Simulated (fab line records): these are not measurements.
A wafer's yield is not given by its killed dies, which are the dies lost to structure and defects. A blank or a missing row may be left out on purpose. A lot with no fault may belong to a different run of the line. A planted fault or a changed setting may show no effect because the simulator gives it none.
fab line records | flow n5_finfet
[record] lots = 6 wafers = 18 last_day = 17
route steps=1938 shown BEOL_M15@1809 PASSIVATION@1936
lots with no fault: from the same line, run without faults
start_h: hours from the record's first day to the start of the lot's first wafer shown | wait_h: hours from the lot's prior step to this one | " repeats the value in the row above | L1.1+2: a row that stands for several wafers | - value missing, or start not given | * or withheld: withheld | < > ~ a bound
route shown NAME@n: NAME is a module with steps in the file, n the number in the route of the first one | usual: average and standard deviation across the fault-free wafers | same: alike in all rows | chamber/n: place in a boat | sites: each site's reading | _std_site: the values' standard deviation | _edge_site: mean of outer sites minus mean of inner sites | radius_mm: how far each site lies from the wafer's centre | mask NAME#n: copy n | behind: the most recent tool/chamber to have shaped the wafer | hold: why the lot went on hold/how many hours it stayed there/how the hold came to an end | device: names the non-switching transistor (n, p or np) | end of line: the route-end tests of the same wafers | a step without rows: its recipe alone | killed: count of dies lost to structure and defects at first sort (not the wafer's yield) | map: dies across one wafer; x = killed, . = not, _ = none there
set.NAME: the setting as run; set.NAME@STEP: as run at that earlier step | model.NAME: the simulator's own value behind a step, which no gauge read
certain route steps with their lots: each step a table, each wafer a row
services: when a tool's chamber went out of use (start_h, in hours from the record's first day, below 0 if earlier), for how many hours, and the reason
[[steps]]
[step N5_BEOL_M15_TRENCH_ETCH_34]
[recipe] chemistry = C4F8/O2/Ar target = SiO2 target_depth_a = 8729.3 he_inner_torr = 15 he_outer_torr = 30 time_s = 199 ion_energy_ev = 800 pressure_mtorr = 20 source_w = 1905 bias_w = 2040 Ar_flow_sccm = 400 C4F8_flow_sccm = 16 O2_flow_sccm = 12
[usual] drypump_motor_current_A = 5.5/0.4 he_inner_torr = 15.002/0.029 oes_product_au = 0.80/0.082 rf_vpp_V = 2254/52 showerhead_plenum_p_Torr = 3.44/0.1 throttle_valve_pct = 30.94/0.27
// columns lot.wafer tool chamber start_h wait_h drypump_motor_current_A he_inner_torr oes_product_au rf_hours_counter_h rf_vpp_V showerhead_plenum_p_Torr throttle_valve_pct
L164.1 rie_diel-02 2 283.82 0.0 5.8 14.998 0.88 43 2201 3.39 30.86
L164.2 " 1 " " 6.0 15.017 0.69 234 2352 3.38 30.90
L164.6 " 3 " " 5.7 14.956 0.85 - 2226 3.58 30.93
L168.1 rie_diel-04 0 300.34 0.0 5.7 15.030 0.81 86 2278 3.36 31.07
L168.2 " 2 " " 5.7 15.002 0.70 200 2187 3.27 30.71
L168.4 " 1 " " 5.0 15.014 0.92 10 2323 3.36 30.71
L169.2 rie_diel-04 0 303.37 0.0 5.6 14.948 0.81 87 2279 3.36 31.07
L169.4 " 2 " " 5.8 14.975 0.69 201 2187 3.27 30.70
L169.5 " 2 " " 5.7 14.967 0.69 - 2187 3.27 30.68
L174.2 rie_diel-06 2 353.24 0.0 6.1 14.986 0.74 177 2244 3.37 30.54
L174.5 " 1 " " 5.4 14.995 0.80 - 2242 3.34 31.34
L174.6 " 0 " " 5.6 14.997 0.71 - 2196 3.56 31.18
L175.3 rie_diel-04 0 355.48 0.0 5.6 14.988 0.79 103 2277 3.36 31.07
L175.4 " 2 " " 5.7 14.982 0.68 214 2186 3.27 30.69
L175.6 " 0 " " 5.6 14.985 0.80 - 2275 3.36 31.07
L180.3 rie_diel-06 1 377.05 0.0 5.4 15.020 0.79 119 2242 3.34 31.37
L180.4 " 2 " " 6.1 15.005 0.74 183 2244 3.37 30.56
L180.6 " 2 " " 6.1 15.057 0.75 - 2244 3.37 30.55
[step N5_BEOL_M15_STRIP_36]
[recipe] chemistry = O2 power_w = 600 temp_c = 60 pressure_mtorr = 30 rf_frequency_hz = 6e+07 bias_power_w = 0 overash_fraction = 0.3 o2_flow_sccm = 225
[step N5_BEOL_M15_STRIP_62]
[recipe] chemistry = O2 power_w = 600 temp_c = 60 pressure_mtorr = 30 rf_frequency_hz = 6e+07 bias_power_w = 0 overash_fraction = 0.3 o2_flow_sccm = 225
[usual] drypump_motor_current_A = 5.5/0.39 oes_product_au = 0.81/0.09 rf_vpp_V = 3.7/0.49 showerhead_plenum_p_Torr = 2.09/0.07 throttle_valve_pct = 16.73/0.21
// columns lot.wafer tool chamber start_h wait_h drypump_motor_current_A oes_product_au rf_hours_counter_h rf_vpp_V showerhead_plenum_p_Torr throttle_valve_pct
L164.1 rie_diel-06 1 - - 5.4 0.81 92 3.9 2.03 16.88
L164.2 " 3 " " 5.2 0.83 64 3.4 2.20 16.38
L164.6 " 2 " " 6.1 0.74 - 3.9 2.10 16.77
L168.1 rie_diel-02 3 - - 5.7 0.82 78 3.0 2.23 17.00
L168.2 " 2 " " 5.8 0.87 49 4.3 2.05 16.38
L168.4 " 0 " " 4.7 0.94 14 4.7 2.07 16.63
L169.2 rie_diel-02 3 - - 5.7 0.83 79 3.5 2.23 17.01
L169.4 " 1 " " 6.0 0.69 241 3.2 2.10 17.06
L169.5 " 0 " " 4.7 0.95 - 4.2 2.07 16.63
L174.2 rie_diel-04 2 - - 5.7 0.68 214 3.7 2.00 16.79
L174.5 " 2 " " 5.7 0.69 - 3.5 2.00 16.79
L174.6 " 3 " " 5.4 0.69 - 4.0 2.17 16.97
L175.3 rie_diel-04 0 - - 5.6 0.78 105 2.4 2.06 16.76
L175.4 " 2 " " 5.7 0.69 - 3.2 2.00 16.80
L175.6 " 0 " " 5.6 0.78 - 4.0 2.06 16.75
L180.3 rie_diel-02 2 - - 5.8 0.83 73 4.4 2.04 16.43
L180.4 " 1 " " 6.0 0.98 6 3.4 2.09 16.67
L180.6 " 2 " " 5.8 0.84 - 3.8 2.04 16.45
[step N5_BEOL_M15_STRIP_37]
[recipe] chemistry = O2 power_w = 600 temp_c = 60 pressure_mtorr = 30 rf_frequency_hz = 6e+07 bias_power_w = 0 overash_fraction = 0.3 o2_flow_sccm = 225
[step N5_BEOL_M15_ETCH_38]
[recipe] chemistry = CF4/N2 target = SiCN target_depth_a = 1064 taper_deg = 2 time_s = 120.5 ion_energy_ev = 150 mask_material = SiO2 pressure_mtorr = 40 source_w = 430 bias_w = 70 Ar_flow_sccm = 100 cf4_flow_sccm = 60 n2_flow_sccm = 60
[step N5_BEOL_M15_PRECLEAN_39]
[recipe] chemistry = residue_remover time_s = 60 temp_c = 40
[step N5_BEOL_M15_SRD_40]
[recipe] time_s = 30 temp_c = 23 rinse_liquid = diw dry = n2_spin spin_rpm = 1500 dry_time_s = 30
[step N5_BEOL_M15_DEGAS_41]
[recipe] ambient = vacuum temp_c = 300 time_s = 60
[usual] heater_power_w = 451/46
// columns lot.wafer tool chamber start_h wait_h heater_power_w
L164.1 pvd_sputter-01 - 284.62 0.2 511
L164.2 " - " " 455
L164.6 " - " " 486
L168.1 pvd_sputter-03 - 301.01 0.1 385
L168.2 " - " " 442
L168.4 " - " " 532
L169.2 pvd_sputter-03 - 303.95 0.0 382
L169.4 " - " " 450
L169.5 " - " " 400
L174.2 pvd_sputter-02 - 354.65 0.1 493
L174.5 " - " " 465
L174.6 " - " " 498
L175.3 pvd_sputter-01 - 363.43 0.0 510
L175.4 " - " " 460
L175.6 " - " " 408
L180.3 pvd_sputter-01 - 379.58 0.1 418
L180.4 " - " " 454
L180.6 " - " " 507
[step N5_BEOL_M15_PRE_CLEAN_42]
[recipe] gas = H2/He time_s = 30 temp_c = 300
[step N5_BEOL_M15_SPUTTER_43]
[recipe] material = TaN target_thk_a = 150 temp_c = 50 bias_v = 168.6 power_w = 15000 chamber_pressure_pa = 0.12 time_s = 24.19
[usual] cathode_dc_power_W = 15000/2.8 throttle_valve_pct = 29.9/1.1
// columns lot.wafer tool chamber start_h wait_h cathode_dc_power_W throttle_valve_pct
L164.1 pvd_sputter-01 - 284.70 0.0 15000 31.0
L164.2 " - " " 15005 29.7
L164.6 " - " " 15002 29.5
L168.1 pvd_sputter-03 - 301.09 0.0 14994 28.5
L168.2 " - " " 14998 29.7
L168.4 " - " " 15004 28.6
L169.2 pvd_sputter-03 - 304.03 0.0 15003 28.7
L169.4 " - " " 15006 29.7
L169.5 " - " " 15001 32.0
L174.2 pvd_sputter-02 - 354.73 0.0 15005 28.7
L174.5 " - " " 15004 29.3
L174.6 " - " " 15002 28.6
L175.3 pvd_sputter-01 - 363.51 0.0 14996 31.1
L175.4 " - " " 15000 29.9
L175.6 " - " " 15006 30.1
L180.3 pvd_sputter-01 - 379.66 0.0 15000 29.7
L180.4 " - " " 14995 29.9
L180.6 " - " " 14999 31.1
[step N5_BEOL_M15_SPUTTER_44]
[recipe] material = Ta target_thk_a = 150 temp_c = 50 bias_v = 80 power_w = 15000 chamber_pressure_pa = 0.07 time_s = 24.19
[usual] cathode_dc_power_W = 15000/3 throttle_valve_pct = 29.9/1.1
// columns lot.wafer tool chamber start_h wait_h cathode_dc_power_W throttle_valve_pct
L164.1 pvd_sputter-01 - 284.78 0.0 15000 31.1
L164.2 " - " " 14998 29.7
L164.6 " - " " 15004 29.3
L168.1 pvd_sputter-03 - 301.17 0.0 15004 28.3
L168.2 " - " " 14998 29.6
L168.4 " - " " 14997 28.7
L169.2 pvd_sputter-03 - 304.11 0.0 14998 28.3
L169.4 " - " " 14996 29.6
L169.5 " - " " 15002 31.6
L174.2 pvd_sputter-02 - 354.81 0.0 15008 28.5
L174.5 " - " " 14999 29.6
L174.6 " - " " 15000 28.5
L175.3 pvd_sputter-01 - 363.59 0.0 14999 31.2
L175.4 " - " " 15003 29.7
L175.6 " - " " 15001 30.0
L180.3 pvd_sputter-01 - 379.74 0.0 15001 30.0
L180.4 " - " " 14999 29.4
L180.6 " - " " 14999 30.9
[step N5_BEOL_M15_SPUTTER_45]
[recipe] material = Cu target_thk_a = 1000 temp_c = -20 bias_v = 60 power_w = 26000 chamber_pressure_pa = 0.13 time_s = 16.67
[usual] cathode_dc_power_W = 26001/4.2 chuck_sensor_temp_C = -16.0/0.34 throttle_valve_pct = 29.9/1.1
// columns lot.wafer tool chamber start_h wait_h cathode_dc_power_W chuck_sensor_temp_C throttle_valve_pct
L164.1 pvd_sputter-01 - 284.86 0.0 26002 -15.7 30.9
L164.2 " - " " 26003 -15.9 30.0
L164.6 " - " " 25996 -16.4 29.4
L168.1 pvd_sputter-03 - 301.25 0.0 23544 -16.0 28.5
L168.2 " - " " 26000 -16.6 29.9
L168.4 " - " " 25998 -16.4 28.6
L169.2 pvd_sputter-03 - 304.19 0.0 23552 -16.0 28.5
L169.4 " - " " 26000 -16.5 29.8
L169.5 " - " " 26003 -16.2 31.7
L174.2 pvd_sputter-02 - 354.89 0.0 26003 -15.6 28.6
L174.5 " - " " 25998 -15.9 29.5
L174.6 " - " " 26009 -15.7 28.7
L175.3 pvd_sputter-01 - 363.67 0.0 26000 -15.7 31.1
L175.4 " - " " 25998 -16.2 29.7
L175.6 " - " " 25997 -16.0 29.7
L180.3 pvd_sputter-01 - 379.82 0.0 26001 -16.1 29.7
L180.4 " - " " 25999 -16.0 29.4
L180.6 " - " " 25998 -15.7 31.0
[step N5_BEOL_M15_ECD_47]
[recipe] material = Cu target_thk_a = 18600
[step N5_PASSIVATION_PROBE_49]
[usual] defect_limited_yield = 91.0/1.4 killed_at_M0_to_M3 = 35/10 killed_at_M4_up = 14/5.5 killed_at_contacts = 13/5.6 killed_at_front_end = 41/11 killed_at_other = 4/3.4 killed_dies = 106/16 killed_open = 68/12 killed_short = 35/7.3 sort_bin_4_leakage = 0.3/2.1 sort_bin_5_function = 5.3/0.89 sort_bin_6_memory = 3.4/0.67 sort_bin_8_speed = 0.01/0.11 sort_n_pass = 1070/28 sort_yield_pct = 90.7/2.4
[same] gross_dies = 1180 killed_at_back_side = 0
// columns lot.wafer tool chamber start_h wait_h defect_limited_yield[%] killed_at_M0_to_M3 killed_at_M4_up killed_at_contacts killed_at_front_end killed_at_other killed_dies killed_open killed_short sort_bin_4_leakage[%] sort_bin_5_function[%] sort_bin_6_memory[%] sort_bin_8_speed[%] sort_n_pass sort_yield_pct[%]
L175.3 prober-02 - 379.48 0.1 91.4 29 14 14 44 1 102 58 41 23.2 4.7 3.6 0 804 68.1
L175.4 prober-02 - 379.53 0.2 90.8 24 12 12 51 9 108 58 43 0 4.9 3.3 0 1072 90.8
L175.6 prober-02 - 379.63 0.3 92.4 33 15 4 34 4 90 54 33 0 4.7 2.5 0 1090 92.4
// killed by level:class
L175.3 FIN_SAQP:geometric_particle:short=17 MOL_CONTACT_COAG:geometric_particle:open=10 BEOL_M1:geometric_particle:open=9 BEOL_M2:geometric_particle:open=8 BEOL_M4:geometric_particle:open=7 GATE_CUT:geometric_particle:short=6 STI_FIN_REVEAL:geometric_particle:short=5 STI_FIN_REVEAL:geometric_particle:open=5
L175.4 FIN_SAQP:geometric_particle:short=11 FIN_SAQP:geometric_particle:open=9 MOL_CONTACT_COAG:geometric_particle:open=9 HKMG_FIN:area_etch=7 GATE_CUT:geometric_particle:short=6 BEOL_M0:geometric_particle:open=6 BEOL_M0:geometric_particle:short=6 BEOL_M4:geometric_particle:open=6
L175.6 BEOL_M4:geometric_particle:open=9 BEOL_M0:geometric_particle:open=8 GATE_CUT:geometric_particle:short=7 FIN_SAQP:geometric_particle:short=6 FIN_SAQP:geometric_particle:open=6 BEOL_M0:geometric_particle:short=5 BEOL_M1:geometric_particle:open=5 STI_FIN_REVEAL:geometric_particle:open=4
[[services]]
// columns tool chamber start_h hours kind
rie_diel-06 2 299.45 8.1 repair
pvd_sputter-03 - 316.53 4.6 repair
rie_diel-06 0 337.05 4.8 repair
rie_diel-02 1 338.56 - clean
rie_diel-02 1 338.56 - consumable_replace:focus_ring
rie_diel-02 1 338.56 16.8 scheduled_down
rie_diel-02 1 338.56 16.8 vent_cycle
pvd_sputter-02 - 361.06 3.8 repair
rie_diel-04 3 361.23 - clean
rie_diel-04 3 361.23 - consumable_replace:focus_ring
rie_diel-04 3 361.23 19.9 scheduled_down
rie_diel-04 3 361.23 19.9 vent_cycle
[[key]]
[first_sign] step = N5_BEOL_M15_SPUTTER_45 reading = cathode_dc_power_W direction = down sigmas = 99+ usual = * struck = *
effect none on later readings
met_at N5_BEOL_M15_SPUTTER_45
struck_wafers L168.1,L169.2
[fault] kind = process_parameter_drift tool = pvd_sputter-03 chamber = - onset_h = 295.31 steps = N5_BEOL_M15_SPUTTER_45 channel = power_w offset = * shape = step end_h = 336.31 acts_in = * stated = * scope = struck_wafers_only
